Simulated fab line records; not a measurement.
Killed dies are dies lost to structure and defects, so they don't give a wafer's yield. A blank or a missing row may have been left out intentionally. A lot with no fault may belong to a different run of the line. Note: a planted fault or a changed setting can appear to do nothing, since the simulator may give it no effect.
fab line records	flow nand_harc
[record] lots = 6	wafers = 18	last_day = 31
route steps=1302 shown P_CONTACT@236 END@1302
lots with no fault: from the same line, run without faults
start_h: hours from the record's opening day to when the first of the lot's shown wafers began	wait_h: how many hours have passed since the lot's step before this one	" as in the row above	L1.1+2: a single row standing in for several wafers	- no value, or no start given	* or withheld: withheld	< > ~ a bound
route shown NAME@n: NAME is a module with steps in the file, n the number in the route of the first one	usual: mean/standard deviation of fault-free wafers	same: alike in all rows	chamber/n: place in a boat	sites: readings site by site	_std_site: the values' standard deviation	_edge_site: inner sites' mean taken away from outer sites' mean	radius_mm: for every site, how far away it sits from the centre of the wafer	mask NAME#n: copy n	behind: the last tool/chamber to shape the wafer	hold: cause of the lot's hold/its duration in hours/its outcome	device: which transistor (n, p or np) failed to switch	end of line: tests of these same wafers at the route's end	a step without rows: its recipe alone	killed: not the wafer's yield, but the dies lost to structure and defects at the first sort	map: a wafer's dies, x killed, . not, _ none there
set.NAME: the setting the step ran with; set.NAME@STEP: the setting that earlier step ran with	model.NAME: the simulator's own value behind a step, which no gauge read
lots seen at some steps along the route; tables by step, rows by wafer
services: from which hour (start_h, from the record's first day; less than 0 if before it) a tool's chamber was out of use, for how many hours, and why
[[steps]]
[step NHARC_P_CONTACT_ETCH_35]
[recipe] target_depth_a = 390	over_etch_frac = 0.3	time_s = 65	ion_energy_ev = 80	cf4_flow_sccm = 150	ar_flow_sccm = 0	rf_w = 300	bias_w = 100	chemistry = CF4
[step NHARC_P_CONTACT_ETCH_36]
[recipe] target_depth_a = 2600	over_etch_frac = 0.25	time_s = 406.25	ion_energy_ev = 200	n2_flow_sccm = 150	h2_flow_sccm = 150	ar_flow_sccm = 0	rf_w = 400	bias_w = 150	chemistry = N2/H2
[usual] drypump_motor_current_A = 5.8/0.4	h2_flow_sccm = 150.0/0.48	oes_product_au = 0.999/0.0089	rf_vpp_V = 430.6/2.2	showerhead_plenum_p_Torr = 2.04/0.077	throttle_valve_pct = 14.172/0.0093
lot.wafer	tool	chamber	start_h	wait_h	drypump_motor_current_A	h2_flow_sccm	oes_product_au	rf_hours_counter_h	rf_vpp_V	showerhead_plenum_p_Torr	throttle_valve_pct
L190.1	rie_diel-11	3	-	-	5.8	149.8	0.998	0.9	429.5	1.99	14.185
L190.4	"	0	"	"	5.5	150.2	0.988	0.9	430.7	2.02	14.171
L190.6	"	3	"	"	5.8	150.2	0.991	-	429.7	1.99	14.194
L192.1	rie_diel-09	1	-	-	6.3	149.8	1.004	0.3	427.8	1.97	14.165
L192.3	"	2	"	"	5.8	149.8	1.000	0.4	429.3	1.97	14.191
L192.2	"	0	"	"	5.8	149.3	0.984	0.3	431.5	2.06	14.178
L197.1	rie_diel-08	3	-	-	5.0	149.7	0.992	0.1	427.3	1.95	14.158
L197.5	"	2	"	"	6.2	150.3	1.009	-	434.6	2.17	14.177
L197.4	"	0	"	"	5.7	150.0	1.013	-	433.3	2.13	14.189
L199.4	rie_diel-09	1	-	-	6.2	150.8	0.994	2.3	427.8	1.97	14.169
L199.2	"	3	"	"	6.2	149.6	1.000	1.3	427.3	2.00	14.171
L199.5	"	0	"	"	5.8	150.2	0.989	-	431.6	2.06	14.174
L205.2	rie_diel-09	1	-	-	6.3	149.1	0.993	4.2	428.8	1.97	14.182
L205.4	"	3	"	"	6.2	149.6	1.003	3.0	428.0	2.00	14.164
L205.6	"	1	"	"	6.3	150.0	0.991	-	429.5	1.97	14.163
L206.4	rie_diel-11	1	-	-	6.3	150.4	0.995	1.3	432.3	2.12	14.185
L206.2	"	2	"	"	5.0	150.0	1.002	1.2	434.3	2.19	14.163
L206.6	"	1	"	"	6.3	149.8	0.996	-	432.2	2.12	14.177
[step NHARC_P_CONTACT_ETCH_18]
[recipe] target_depth_a = 4810	time_s = 240.5	c4f8_flow_sccm = 20	o2_flow_sccm = 10	ar_flow_sccm = withheld	rf_w = 600	bias_w = 1500	chemistry = C4F8/O2/Ar
[step NHARC_P_CONTACT_STRIP_37]
[recipe] c4f8_flow_sccm = withheld	o2_flow_sccm = 8	ar_flow_sccm = withheld	bias_w = 0	chemistry = C4F8/O2/Ar
[step NHARC_P_CONTACT_ETCH_31]
[recipe] target_depth_a = 300	time_s = 85.7	ion_energy_ev = 120	over_etch_frac = 1	ch3f_flow_sccm = 50	o2_flow_sccm = 30	ar_flow_sccm = 200	rf_w = 500	bias_w = 100	chemistry = CH3F/O2
[step NHARC_P_CONTACT_CD_MEAS_19]
[usual] cd_nm = 89.5/1.5
lot.wafer	tool	chamber	start_h	wait_h	cd_nm
L190.1	cd_sem-03	-	142.01	-	90.6
L190.4	"	-	"	"	90.3
L190.6	"	-	"	"	91.2
L192.1	cd_sem-01	-	160.94	-	87.4
L192.2	"	-	"	"	89.9
L192.3	"	-	"	"	85.7
L197.1	cd_sem-02	-	204.81	-	89.7
L197.4	"	-	"	"	88.2
L197.5	"	-	"	"	91.2
L199.2	cd_sem-02	-	228.96	-	87.0
L199.4	"	-	"	"	87.8
L199.5	"	-	"	"	90.2
L205.2	cd_sem-01	-	291.80	-	88.8
L205.4	"	-	"	"	88.5
L205.6	"	-	"	"	88.5
L206.2	cd_sem-03	-	293.73	-	89.4
L206.4	"	-	"	"	88.0
L206.6	"	-	"	"	87.1
[step NHARC_P_CONTACT_STRIP_28]
[recipe] o2_flow_sccm = 500	ar_flow_sccm = 0	bias_w = 0	chemistry = O2
[usual] drypump_motor_current_A = 5.8/0.46	oes_product_au = 0.997/0.0089	rf_vpp_V = 57.8/0.87	showerhead_plenum_p_Torr = 3.56/0.14	throttle_valve_pct = 17.037/0.0095
lot.wafer	tool	chamber	start_h	wait_h	drypump_motor_current_A	oes_product_au	rf_hours_counter_h	rf_vpp_V	showerhead_plenum_p_Torr	throttle_valve_pct
L190.1	rie_diel-11	1	142.08	0.1	6.3	0.992	1.2	58.2	3.66	17.050
L190.4	"	2	"	"	5.1	1.007	1.2	58.3	3.76	17.032
L190.6	"	2	"	"	5.1	1.004	-	56.9	3.76	17.032
L192.1	rie_diel-08	0	161.01	0.1	5.8	1.012	7.4	57.4	3.67	17.027
L192.3	"	2	"	"	6.2	0.985	6.8	58.6	3.74	17.025
L192.2	"	3	"	"	5.0	0.988	7.5	58.5	3.39	17.025
L197.1	rie_diel-09	2	204.88	0.1	5.8	0.999	1.9	57.2	3.42	17.030
L197.5	"	0	"	"	5.8	0.984	-	58.9	3.57	17.032
L197.4	"	1	"	"	6.3	1.002	-	57.9	3.43	17.043
L199.2	rie_diel-08	0	229.04	0.1	5.8	1.009	3.1	58.9	3.67	17.025
L199.4	"	0	"	"	5.8	1.011	-	58.7	3.67	17.024
L199.5	"	3	"	"	5.0	0.993	-	57.4	3.39	17.035
L205.2	rie_diel-08	1	291.90	0.1	6.1	1.004	2.8	56.8	3.39	17.032
L205.4	"	2	"	"	6.2	0.995	3.8	57.8	3.74	17.047
L205.6	"	0	"	"	5.8	1.003	-	58.4	3.67	17.032
L206.2	rie_diel-08	0	293.84	0.1	5.7	0.999	5.9	57.2	3.67	17.050
L206.4	"	1	"	"	6.1	0.997	2.8	57.7	3.39	17.035
L206.6	"	2	"	"	6.2	0.998	-	57.9	3.74	17.041
[step NHARC_P_CONTACT_STRIP_29]
[recipe] time_s = 1200	temp_c = 72.5	chemistry = post_etch_residue_remover
[step NHARC_P_CONTACT_DEGAS_38]
[recipe] temp_c = 300	time_s = 60
[usual] heater_power_w = 440/42
lot.wafer	tool	chamber	start_h	wait_h	heater_power_w
L190.4	pvd_sputter-03	-	142.73	-	378
L190.1	"	-	"	"	562
L190.6	"	-	"	"	437
L192.1	pvd_sputter-02	-	161.68	-	421
L192.3	"	-	"	"	479
L192.2	"	-	"	"	476
L197.4	pvd_sputter-01	-	205.56	-	446
L197.1	"	-	"	"	413
L197.5	"	-	"	"	443
L199.4	pvd_sputter-03	-	229.72	-	445
L199.2	"	-	"	"	428
L199.5	"	-	"	"	382
L205.4	pvd_sputter-02	-	292.52	-	448
L205.2	"	-	"	"	426
L205.6	"	-	"	"	478
L206.2	pvd_sputter-01	-	294.44	-	441
L206.4	"	-	"	"	429
L206.6	"	-	"	"	435
[step NHARC_P_CONTACT_PRE_CLEAN_39]
[recipe] time_s = 19.5	bias_v = 250	gas = Ar
[step NHARC_P_CONTACT_PVD_32]
[recipe] target_thk_a = 50	chamber_pressure_pa = 5	power_w = 5000	substrate_temp_c = 200	time_s = 17.7	material = Ti
[usual] throttle_valve_pct = 30.4/0.8
lot.wafer	tool	chamber	start_h	wait_h	throttle_valve_pct
L190.4	pvd_sputter-03	-	-	-	28.5
L190.1	"	-	"	"	29.7
L190.6	"	-	"	"	29.1
L192.3	pvd_sputter-02	-	-	-	30.9
L192.2	"	-	"	"	29.7
L192.1	"	-	"	"	30.3
L197.1	pvd_sputter-01	-	-	-	30.9
L197.4	"	-	"	"	30.4
L197.5	"	-	"	"	30.6
L199.4	pvd_sputter-03	-	-	-	30.4
L199.2	"	-	"	"	29.2
L199.5	"	-	"	"	30.1
L205.2	pvd_sputter-02	-	-	-	28.8
L205.4	"	-	"	"	31.3
L205.6	"	-	"	"	28.7
L206.4	pvd_sputter-01	-	-	-	31.6
L206.2	"	-	"	"	30.8
L206.6	"	-	"	"	30.4
[step NHARC_P_CONTACT_ALD_22]
[recipe] target_thk_a = 30	pulse_time_s = 1	ald_cycles = 150	temp_c = 450	material = TiN
[usual] heater_power_outer_w = 707/78	heater_power_w = 1102/130	precursor_pulse_height_rel = 0.999/0.021
[same] ald_cycles = 150
lot.wafer	tool	chamber	start_h	wait_h	heater_power_outer_w	heater_power_w	precursor_pulse_height_rel
L190.4	ald_metal-01	0	142.98	-	726	1190	1.024
L190.1	"	1	"	"	718	1132	1.025
L190.6	"	0	"	"	739	1173	0.991
L192.2	ald_metal-01	1	161.92	-	717	1142	1.021
L192.3	"	2	"	"	684	1106	1.005
L192.1	"	3	"	"	637	997	0.989
L197.1	ald_metal-04	3	205.81	-	586	914	1.000
L197.5	"	3	"	"	587	928	0.960
L197.4	"	1	"	"	772	1234	1.010
L199.4	ald_metal-03	0	229.98	-	711	1000	0.999
L199.2	"	1	"	"	668	1034	1.000
L199.5	"	3	"	"	684	1143	0.986
L205.4	ald_metal-03	0	292.78	-	732	1040	1.015
L205.2	"	1	"	"	671	1040	0.982
L205.6	"	2	"	"	572	843	0.998
L206.2	ald_metal-04	0	294.72	-	832	1257	0.999
L206.4	"	1	"	"	743	1254	0.975
L206.6	"	3	"	"	596	928	0.998
[step NHARC_P_CONTACT_CVD_23]
[recipe] target_thk_a = 2000	temp_c = 300	pressure_torr = 40	wf6_flow_sccm = 40	h2_flow_sccm = 1600	ar_flow_sccm = 1560	time_s = 557	material = W
[usual] heater_power_outer_w = 253/22	heater_power_w = 465/52	mfc_h2_sccm = 1600/4.4	throttle_valve_pct = 7.76/0.27
lot.wafer	tool	chamber	start_h	wait_h	heater_power_outer_w	heater_power_w	mfc_h2_sccm	throttle_valve_pct
L190.1	cvd_w-02	0	143.25	-	250	490	1605	7.77
L190.4	"	0	"	"	254	487	1599	7.56
L190.6	"	1	"	"	240	405	1596	7.14
L192.2	cvd_w-01	1	162.12	-	241	421	1599	7.72
L192.1	"	0	"	"	289	536	1585	8.14
L192.3	"	1	"	"	230	416	1597	8.19
L197.1	cvd_w-02	1	206.05	-	239	424	1597	7.41
L197.4	"	1	"	"	241	411	1602	7.20
L197.5	"	1	"	"	243	424	1599	7.39
L199.2	cvd_w-02	1	230.16	-	240	416	1603	7.39
L199.4	"	1	"	"	241	417	1600	7.27
L199.5	"	1	"	"	241	417	1601	7.39
L205.2	cvd_w-01	1	292.95	-	227	401	1603	7.55
L205.4	"	1	"	"	230	405	1610	7.67
L205.6	"	1	"	"	231	410	1604	7.60
L206.2	cvd_w-01	1	294.97	-	235	409	1606	7.77
L206.4	"	1	"	"	231	420	1601	7.30
L206.6	"	1	"	"	237	414	1604	7.66
[step NHARC_P_CONTACT_CMP_24]
[recipe] t_overpolish_s = 30	target_thk_nm = 200
[usual] edge_zone_pressure_frac = 1.000/0.0045	motor_current_A = 12.3/1.3	overpolish_run_s = 30.001/0.009	time_to_endpoint_s = 40.4/2.8
lot.wafer	tool	chamber	start_h	wait_h	edge_zone_pressure_frac	motor_current_A	overpolish_run_s	time_to_endpoint_s
L190.1	cmp-02	2	143.80	0.5	1.002	11.1	30.013	41.4
L190.4	"	0	"	"	1.003	11.3	29.986	39.0
L190.6	"	3	"	"	0.998	12.4	30.016	42.0
L192.3	cmp-02	1	162.77	0.4	0.997	14.1	29.991	40.8
L192.1	"	2	"	"	1.002	10.9	30.005	40.5
L192.2	"	0	"	"	0.997	11.7	29.996	38.0
L197.4	cmp-03	3	206.73	0.4	1.007	14.2	30.010	55.1
L197.1	"	0	"	"	0.992	10.8	29.986	60.0
L197.5	"	2	"	"	1.003	11.1	29.999	60.3
L199.2	cmp-01	1	230.85	0.6	1.005	14.8	29.999	54.7
L199.4	"	2	"	"	0.998	10.6	29.986	56.2
L199.5	"	0	"	"	0.992	12.3	30.005	53.5
L205.4	cmp-03	3	293.60	0.4	1.003	14.2	30.000	36.6
L205.2	"	1	"	"	0.995	13.0	29.994	37.0
L205.6	"	3	"	"	1.002	14.9	30.002	35.8
L206.2	cmp-02	2	295.54	0.5	0.998	10.9	29.994	37.9
L206.4	"	3	"	"	0.992	12.1	30.014	38.6
L206.6	"	3	"	"	0.994	12.5	30.010	40.5
[step NHARC_END_SORT_01]
[recipe] temp_c = 25
[usual] killed_at_array = 53/18	killed_at_other = 1.0/1.2	killed_at_periphery = 3.6/2.4	killed_dies = 58/18	killed_open = 3.4/1.8	killed_short = 2.3/1.5
[same] gross_dies = 677
lot.wafer	tool	chamber	start_h	wait_h	killed_at_array	killed_at_other	killed_at_periphery	killed_dies	killed_open	killed_short
L190.1	prober-01	0	579.43	2.5	63	0	4	67	5	3
L190.4	prober-01	0	581.84	3.4	86	0	6	92	6	3
L190.6	prober-01	0	583.44	4.0	77	0	5	82	4	0
L197.1	prober-02	0	651.62	2.5	39	0	5	44	3	0
L197.4	prober-02	0	653.99	3.4	41	0	10	51	4	3
L197.5	prober-02	0	654.78	3.7	34	0	3	37	2	4
// killed by level:class
L190.1 A_CHANNEL_HOLE_D1:chamber_film_flake=19 A_CHANNEL_HOLE_D2:chamber_film_flake=18 A_SLIT:chamber_film_flake=14 A_STAIRCASE:chamber_film_flake=3 A_CONTACT:geometric_particle:open=2 P_CONTACT:geometric_particle:short=1 A_CHANNEL_HOLE_D1:geometric_particle:short=1 P_STI:chamber_film_flake=1
L190.4 A_CHANNEL_HOLE_D2:chamber_film_flake=32 A_CHANNEL_HOLE_D1:chamber_film_flake=28 A_SLIT:chamber_film_flake=15 P_GATE:chamber_film_flake=3 A_CONTACT:chamber_film_flake=3 A_STAIRCASE:chamber_film_flake=2 P_CONTACT:geometric_particle:open=1 P_CONTACT:geometric_particle:short=1
L190.6 A_CHANNEL_HOLE_D1:chamber_film_flake=28 A_CHANNEL_HOLE_D2:chamber_film_flake=23 A_SLIT:chamber_film_flake=19 A_STAIRCASE:chamber_film_flake=4 P_M0:geometric_particle:open=2 P_STI:chamber_film_flake=2 A_WL_FILL:geometric_particle:open=1 A_M0:geometric_particle:open=1
L197.1 A_SLIT:chamber_film_flake=20 A_CHANNEL_HOLE_D2:chamber_film_flake=12 P_ZERO_WELL:chamber_film_flake=2 A_DECK1_JOINT:chamber_film_flake=2 A_CONTACT:chamber_film_flake=2 P_GATE:geometric_particle:open=1 A_SGD_CUT:geometric_particle:open=1 A_WL_FILL:geometric_particle:open=1
L197.4 A_SLIT:chamber_film_flake=16 A_CHANNEL_HOLE_D2:chamber_film_flake=8 A_CONTACT:chamber_film_flake=5 A_CHANNEL_HOLE_D1:chamber_film_flake=4 P_CONTACT:chamber_film_flake=3 P_M2:chamber_film_flake=3 A_DECK1_JOINT:chamber_film_flake=2 P_M0:geometric_particle:open=1
L197.5 A_SLIT:chamber_film_flake=16 A_CHANNEL_HOLE_D2:chamber_film_flake=8 A_ONON_D2:geometric_particle:short=2 P_CONTACT:chamber_film_flake=2 A_DECK1_JOINT:chamber_film_flake=2 A_ONON_D1:geometric_particle:short=1 A_WL_FILL:geometric_particle:short=1 A_M0:geometric_particle:open=1
[[services]]
tool	chamber	start_h	hours	kind
cmp-02	-	135.51	4.0	pm
rie_diel-09	-	143.10	9.0	pm
rie_diel-08	1	144.82	85.5	repair
cvd_w-02	-	146.51	29.4	repair
pvd_sputter-02	-	153.66	2.3	repair
rie_diel-09	3	157.25	8.4	repair
pvd_sputter-03	-	170.00	10.0	pm
cvd_w-01	-	185.00	13.0	pm
rie_diel-11	3	185.55	4.1	repair
rie_diel-08	-	190.80	9.0	pm
rie_diel-09	3	202.07	18.0	repair
rie_diel-08	2	211.86	9.1	repair
pvd_sputter-01	-	212.24	4.9	repair
pvd_sputter-01	-	226.04	10.0	pm
cmp-02	-	233.51	4.0	pm
pvd_sputter-02	-	239.93	2.7	repair
rie_diel-08	3	247.54	8.2	repair
pvd_sputter-02	-	250.48	2.4	repair
rie_diel-11	-	255.50	9.0	pm
rie_diel-08	2	256.48	3.4	repair
rie_diel-08	3	263.35	10.4	repair
cmp-02	-	264.18	2.4	repair
pvd_sputter-02	-	282.05	10.0	pm
cvd_w-02	-	294.29	13.0	pm
[[key]]
[first_sign] step = NHARC_P_CONTACT_CMP_24	reading = time_to_endpoint_s	direction = up	sigmas = 5.8	usual = *	struck = *
effect none on later readings
met_at NHARC_P_CONTACT_CVD_23
struck_wafers L197.1,L197.4,L197.5,L199.2,L199.4,L199.5
tester_left_out L197,L199
onset_between 143.25 206.05
[fault] kind = process_parameter_drift	tool = cvd_w-02	chamber = -	onset_h = 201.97	steps = NHARC_P_CONTACT_CVD_23	channel = target_thk_a	offset = *	shape = step	end_h = 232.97	acts_in = *	stated = *
// tester_left_out: of these lots the tester's yield and bins aren't shown, on N5 and GAA mostly nor the transistor test; their killed dies are dies lost to structure and defects alone, not to doping, threshold or leakage, so they don't give the yield
